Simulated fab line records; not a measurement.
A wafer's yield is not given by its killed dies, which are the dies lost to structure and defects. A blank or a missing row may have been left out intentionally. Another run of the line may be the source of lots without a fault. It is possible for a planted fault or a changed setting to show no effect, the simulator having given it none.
fab line records | flow n5_finfet
[record] lots = 13 wafers = 39 last_day = 18
route steps=1938 shown SD_EPI_N@287 SD_EPI_P@316 SDB@350 PASSIVATION@1936
lots untouched by any fault: they come from a run of this same line in which no faults occurred
start_h: the number of hours between the record's first day and the start of the first shown wafer of the lot | wait_h: time in hours since the lot's previous step | " identical to the entry in the row above | L1.1+2: a single row standing in for several wafers | - value missing, or start not given | * or withheld: withheld | < > ~ a bound
route shown NAME@n: a module of which the file shows steps, and the number in the route of the first | usual: average and standard deviation across the fault-free wafers | same: alike in all rows | chamber/n: place in a boat | sites: the reading at each site | _std_site: the standard deviation of these | _edge_site: outer sites' mean less inner sites' | radius_mm: for every site, how far away it sits from the centre of the wafer | mask NAME#n: copy n | behind: the last tool/chamber to shape the wafer | hold: what put the lot on hold/how long, in hours/how the hold closed | device: which transistor (n, p or np) failed to switch | end of line: the route-end tests of the same wafers | step lacking rows: just its recipe | killed: not the wafer's yield, but the dies lost to structure and defects at the first sort | map: shows each die of a wafer: x if killed, . if not, _ if none is there
set.NAME: the run value of the setting; set.NAME@STEP: its run value at that earlier step | model.NAME: the simulator's own value behind a step, which no gauge read
a sample of lots followed through the steps of the route, with each step as a table and each wafer as a row
services: when a tool's chamber went out of use (start_h, in hours from the record's first day, below 0 if earlier), for how many hours, and the reason
[[steps]]
[step N5_SD_EPI_N_VAPOR_ETCH_50]
[recipe] chemistry = HCl target = Si temp_c = 775 time_s = 54 pressure_torr = 20 mode = isotropic
[usual] throttle_valve_pct = 11.51/0.26
// columns lot.wafer tool chamber start_h wait_h throttle_valve_pct
L654.1 epi_rpcvd-02 0 51.90 0.3 11.88
L654.4 " 0 " " 11.66
L654.6 " 0 " " 11.55
L657.1 epi_rpcvd-03 0 68.65 0.3 11.27
L657.4 " 0 " " 11.55
L657.5 " 0 " " 11.16
L658.1 epi_rpcvd-04 0 73.33 0.4 11.61
L658.4 " 0 " " 11.60
L658.6 " 0 " " 11.60
L659.4 epi_rpcvd-03 0 82.83 0.2 11.29
L659.5 " 0 " " 11.22
L659.6 " 0 " " 11.11
L660.2 epi_rpcvd-02 0 92.07 0.4 11.64
L660.3 " 0 " " 11.65
L660.6 " 0 " " 11.77
L661.1 epi_rpcvd-04 0 92.44 0.3 11.61
L661.4 " 0 " " 11.62
L661.5 " 0 " " 11.67
L662.1 epi_rpcvd-02 0 100.33 0.3 11.72
L662.5 " 0 " " 11.46
L662.6 " 0 " " 11.69
L665.3 epi_rpcvd-03 0 126.08 0.2 11.01
L665.4 " 0 " " 11.20
L665.5 " 0 " " 11.12
L668.1 epi_rpcvd-04 0 141.54 0.4 11.60
L668.4 " 0 " " 11.48
L668.6 " 0 " " 11.65
L670.1 epi_rpcvd-02 0 147.36 0.3 12.20
L670.5 " 0 " " 11.82
L670.6 " 0 " " 11.86
L671.2 epi_rpcvd-03 0 155.78 0.3 11.64
L671.3 " 0 " " 11.52
L671.4 " 0 " " 11.26
L672.2 epi_rpcvd-02 0 157.80 0.5 11.66
L672.4 " 0 " " 11.70
L672.5 " 0 " " 11.88
L676.2 epi_rpcvd-03 0 185.54 0.3 11.35
L676.4 " 0 " " 11.03
L676.6 " 0 " " 11.14
[step N5_SD_EPI_N_INSPECT_26]
[recipe] inspect_instrument = darkfield mode = post_epi
[usual] raw_defect_count = 196/42
// columns lot.wafer tool chamber start_h wait_h raw_defect_count
L654.1 defect_inspect-01 - 54.36 0.1 234
L654.4 " - " " 187
L654.6 " - " " 189
L657.1 defect_inspect-02 - 71.35 0.1 189
L657.4 " - " " 187
L657.5 " - " " 149
L658.1 defect_inspect-02 - 76.46 0.1 189
L658.4 " - " " 170
L658.6 " - " " 199
L659.4 defect_inspect-02 - 85.24 0.1 212
L659.5 " - " " 198
L659.6 " - " " 200
L660.2 defect_inspect-02 - 94.54 0.1 183
L660.3 " - " " 210
L660.6 " - " " 182
L661.1 defect_inspect-01 - 94.89 0.1 205
L661.4 " - " " 188
L661.5 " - " " 254
L662.1 defect_inspect-02 - 102.79 0.2 227
L662.5 " - " " 162
L662.6 " - " " 304
L665.3 defect_inspect-01 - 128.47 0.1 159
L665.4 " - " " 146
L665.5 " - " " 121
L668.1 defect_inspect-01 - 144.61 0.1 204
L668.4 " - " " 362
L668.6 " - " " 246
L670.1 defect_inspect-01 - 149.81 0.1 248
L670.5 " - " " 134
L670.6 " - " " 168
L671.2 defect_inspect-01 - 158.67 0.1 308
L671.3 " - " " 254
L671.4 " - " " 250
L672.2 defect_inspect-01 - 161.82 0.1 148
L672.4 " - " " 173
L672.5 " - " " 156
L676.2 defect_inspect-02 - 187.98 0.1 202
L676.4 " - " " 196
L676.6 " - " " 204
[step N5_SD_EPI_P_STRIP_40]
[recipe] chemistry = N2/H2 power_w = 1000 temp_c = 250 h2_frac = 0.65 overash_fraction = 0.3 pressure_mtorr = withheld n2_flow_sccm = 1750 h2_flow_sccm = 3250
[usual] drypump_motor_current_A = 5.9/0.51 heater_power_w = 341/52 oes_product_au = 0.762/0.011
[same] overash_fraction = 0.3
// columns lot.wafer tool chamber start_h wait_h drypump_motor_current_A heater_power_w oes_product_au rf_hours_counter_h
L654.1 plasma_asher-01 1 55.55 0.0 6.6 355 0.759 85
L654.4 " 0 " " 6.0 272 0.742 -
L654.6 " 1 " " 6.5 360 0.748 -
L657.1 plasma_asher-01 0 72.67 0.0 6.0 270 0.774 89
L657.4 " 1 " " 6.5 352 0.759 -
L657.5 " 1 " " 6.6 354 0.759 -
L658.1 plasma_asher-02 1 77.77 0.0 5.8 408 0.773 37
L658.4 " 0 " " 5.1 358 0.754 -
L658.6 " 0 " " 5.1 348 0.787 -
L659.4 plasma_asher-02 1 86.45 0.0 5.8 417 0.761 -
L659.5 " 0 " " 5.1 356 0.761 -
L659.6 " 1 " " 5.8 411 0.788 -
L660.2 plasma_asher-02 1 95.86 0.0 5.8 416 0.760 40
L660.3 " 0 " " 5.1 352 0.765 -
L660.6 " 0 " " 5.1 349 0.761 -
L661.1 plasma_asher-01 1 96.21 0.0 6.5 355 0.761 93
L661.4 " 0 " " 6.0 266 0.763 -
L661.5 " 0 " " 6.0 274 0.753 -
L662.1 plasma_asher-01 1 104.11 0.0 6.5 358 0.767 94
L662.5 " 0 " " 6.0 280 0.765 -
L662.6 " 1 " " 6.5 359 0.753 -
L665.3 plasma_asher-01 1 129.82 0.0 6.5 356 0.751 -
L665.4 " 0 " " 6.0 260 0.779 -
L665.5 " 1 " " 6.5 342 0.771 -
L668.1 plasma_asher-01 1 145.94 0.0 6.5 355 0.767 103
L668.4 " 0 " " 6.1 264 0.764 -
L668.6 " 1 " " 6.5 356 0.780 -
L670.1 plasma_asher-02 1 151.00 0.0 5.8 422 0.771 49
L670.5 " 1 " " 5.9 423 0.760 -
L670.6 " 0 " " 5.1 345 0.775 -
L671.2 plasma_asher-01 0 159.98 0.0 6.1 272 0.774 106
L671.3 " 0 " " 6.1 268 0.769 -
L671.4 " 1 " " 6.5 349 0.732 -
L672.2 plasma_asher-01 0 163.14 0.0 6.1 269 0.769 106
L672.4 " 1 " " 6.6 355 0.763 -
L672.5 " 0 " " 6.1 268 0.751 -
L676.2 plasma_asher-02 0 189.20 0.0 5.1 351 0.768 57
L676.4 " 0 " " 5.1 346 0.775 -
L676.6 " 1 " " 5.8 415 0.748 -
[step N5_SDB_COAT_05]
[recipe] resist = CAR-ArF spin_rpm = 1500 resist_thk_nm = 90
[usual] spin_speed_rpm = 1500.1/0.81
// columns lot.wafer tool chamber start_h wait_h spin_speed_rpm
L654.1 litho_track-04 0 65.82 - 1501.0
L654.4 " 0 " " 1499.4
L654.6 " 0 " " 1499.7
L657.1 litho_track-04 0 85.21 - 1499.8
L657.4 " 0 " " 1500.6
L657.5 " 0 " " 1500.3
L658.1 litho_track-03 0 87.98 - 1499.8
L658.4 " 0 " " 1500.2
L658.6 " 0 " " 1499.6
L659.4 litho_track-05 0 97.32 - 1500.8
L659.5 " 0 " " 1500.9
L659.6 " 0 " " 1500.6
L660.2 litho_track-03 0 106.18 - 1500.6
L660.3 " 0 " " 1500.9
L660.6 " 0 " " 1500.6
L661.1 litho_track-03 0 106.87 - 1500.8
L661.4 " 0 " " 1500.6
L661.5 " 0 " " 1499.4
L662.1 litho_track-03 0 114.57 - 1501.1
L662.5 " 0 " " 1500.9
L662.6 " 0 " " 1500.7
L665.3 litho_track-05 0 141.14 - 1501.1
L665.4 " 0 " " 1500.3
L665.5 " 0 " " 1500.6
L668.1 litho_track-05 0 158.29 - 1228.0
L668.4 " 0 " " 1228.0
L668.6 " 0 " " 1228.2
L670.1 litho_track-04 0 162.99 - 1499.5
L670.5 " 0 " " 1499.0
L670.6 " 0 " " 1499.2
L671.2 litho_track-05 0 170.01 - 1228.8
L671.3 " 0 " " 1227.6
L671.4 " 0 " " 1228.0
L672.2 litho_track-05 0 173.31 - 1227.9
L672.4 " 0 " " 1226.3
L672.5 " 0 " " 1228.7
L676.2 litho_track-03 0 199.36 - 1501.3
L676.4 " 0 " " 1500.1
L676.6 " 0 " " 1500.4
[step N5_PASSIVATION_PROBE_49]
[usual] killed_at_M0_to_M3 = 36/11 killed_at_M4_up = 14/5.6 killed_at_contacts = 11/5.6 killed_at_front_end = 40/12 killed_at_other = 4/3.2 killed_dies = 105/17 killed_open = 69/12 killed_short = 34/8.4
[same] gross_dies = 1180 killed_at_back_side = 0
// columns lot.wafer tool chamber start_h wait_h killed_at_M0_to_M3 killed_at_M4_up killed_at_contacts killed_at_front_end killed_at_other killed_dies killed_open killed_short
L665.3 prober-01 - 383.49 0.1 60 11 8 47 4 130 95 31
L665.4 prober-01 - 383.54 0.2 34 6 19 37 6 102 71 31
L665.5 prober-01 - 383.59 0.2 48 8 8 35 4 103 71 31
// killed by level:class
L665.3 BEOL_M2:geometric_particle:open=14 FIN_SAQP:geometric_particle:open=12 BEOL_M1:geometric_particle:open=10 STI_FIN_REVEAL:geometric_particle:open=9 BEOL_M0_SAQP:geometric_particle:open=9 BEOL_M0:geometric_particle:open=9 MOL_CONTACT_COAG:geometric_particle:open=8 FIN_SAQP:geometric_particle:short=7
L665.4 MOL_CONTACT_COAG:geometric_particle:open=14 STI_FIN_REVEAL:geometric_particle:open=12 FIN_SAQP:geometric_particle:open=8 BEOL_M2:geometric_particle:open=8 BEOL_M0:geometric_particle:open=6 MOL_CONTACT_COAG:geometric_particle:short=5 BEOL_M3:geometric_particle:open=5 BEOL_M1:geometric_particle:open=4
L665.5 FIN_SAQP:geometric_particle:open=10 BEOL_M3:geometric_particle:open=10 BEOL_M0:geometric_particle:open=8 BEOL_M1:geometric_particle:open=7 MOL_CONTACT_COAG:geometric_particle:open=7 BEOL_M2:geometric_particle:open=7 FIN_SAQP:geometric_particle:short=5 BEOL_M0:geometric_particle:short=4
[[services]]
// columns tool chamber start_h hours kind
plasma_asher-02 - 46.14 2.1 repair
plasma_asher-02 - 51.01 2.0 repair
epi_rpcvd-04 - 51.45 0.7 repair
epi_rpcvd-03 - 72.76 8.1 pm
litho_track-04 - 116.48 - consumable_replace:filter
litho_track-04 - 127.60 - consumable_replace:filter
epi_rpcvd-02 - 137.77 1.1 repair
epi_rpcvd-04 - 155.48 2.8 pm
litho_track-04 - 166.05 - consumable_replace:filter
epi_rpcvd-04 - 168.48 0.8 pm
epi_rpcvd-04 - 194.45 4.3 pm
[[key]]
[first_sign] step = N5_SDB_COAT_05 reading = spin_speed_rpm direction = down sigmas = 99+ usual = * struck = *
effect none on later readings
met_at N5_SDB_COAT_05
struck_lots L668,L671,L672
tester_left_out L668,L671,L672
not_acting_at N5_SD_EPI_N_VAPOR_ETCH_50,N5_SD_EPI_N_INSPECT_26,N5_SD_EPI_P_STRIP_40
onset_between 141.14 158.29
[fault] kind = process_parameter_drift tool = litho_track-05 chamber = - onset_h = 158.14 steps = N5_SDB_COAT_05 channel = spin_rpm offset = * shape = step end_h = 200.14 acts_in = * stated = *
// tester_left_out: of these lots the tester's yield and bins aren't shown, on N5 and GAA mostly nor the transistor test; their killed dies are dies lost to structure and defects alone, not to doping, threshold or leakage, so they don't give the yield
